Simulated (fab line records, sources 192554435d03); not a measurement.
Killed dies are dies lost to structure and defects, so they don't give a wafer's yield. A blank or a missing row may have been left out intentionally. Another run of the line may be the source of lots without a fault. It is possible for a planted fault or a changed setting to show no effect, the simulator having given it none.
Matching of chambers | flow n5-finfet | N5_BEOL_M1_ETCH_69 on rie-diel-06 has 4 sister chambers
The step etches SiARC in CF4, target depth 15.6 nm, time 26 s. 4 wafers are shown with their chamber, then 7 later ones without.

== EACH WAFER AND ITS CHAMBER ==
wafer  | chamber | throttle-valve-pct (%)
L079.1 | 3       | 15.88
L079.6 | 0       | 15.18
L081.2 | 1       | 15.61
L081.3 | 2       | 15.61

== WAFERS WITH NO CHAMBER GIVEN ==
wafer  | throttle-valve-pct (%)
L081.4 | 15.20
L083.2 | 15.20
L083.5 | 15.88
L083.6 | 15.21
L093.3 | 15.64
L093.4 | 15.23
L093.6 | 15.67

== WHICH CHAMBER EACH WENT THROUGH ==
wafer  | from the rows above     | in truth
L081.4 | 0                       | 0
L083.2 | 0                       | 0
L083.5 | 3                       | 3
L083.6 | 0                       | 0
L093.3 | can't be placed: 1 or 2 | 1
L093.4 | 0                       | 0
L093.6 | can't be placed: 1 or 2 | 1
5 of 7 placed correctly. From these rows, 2 cannot be placed; in 2 the true chamber is one of the candidates. Number placed wrongly: 0.
How it was worked out, from the rows above alone: a wafer's distance from a chamber is the root of the sum, over the readings, of the square of ((its reading less the chamber's mean) divided by the reading's scatter). If the next closest chamber is less than 2 further off than the closest, the wafer can't be placed; otherwise it belongs to the closest. For every chamber, the mean is computed from those of its wafers that are shown. The scatter: with one shown wafer a chamber, the root of the mean of the squares of how far each hidden wafer lies from its nearest shown one.
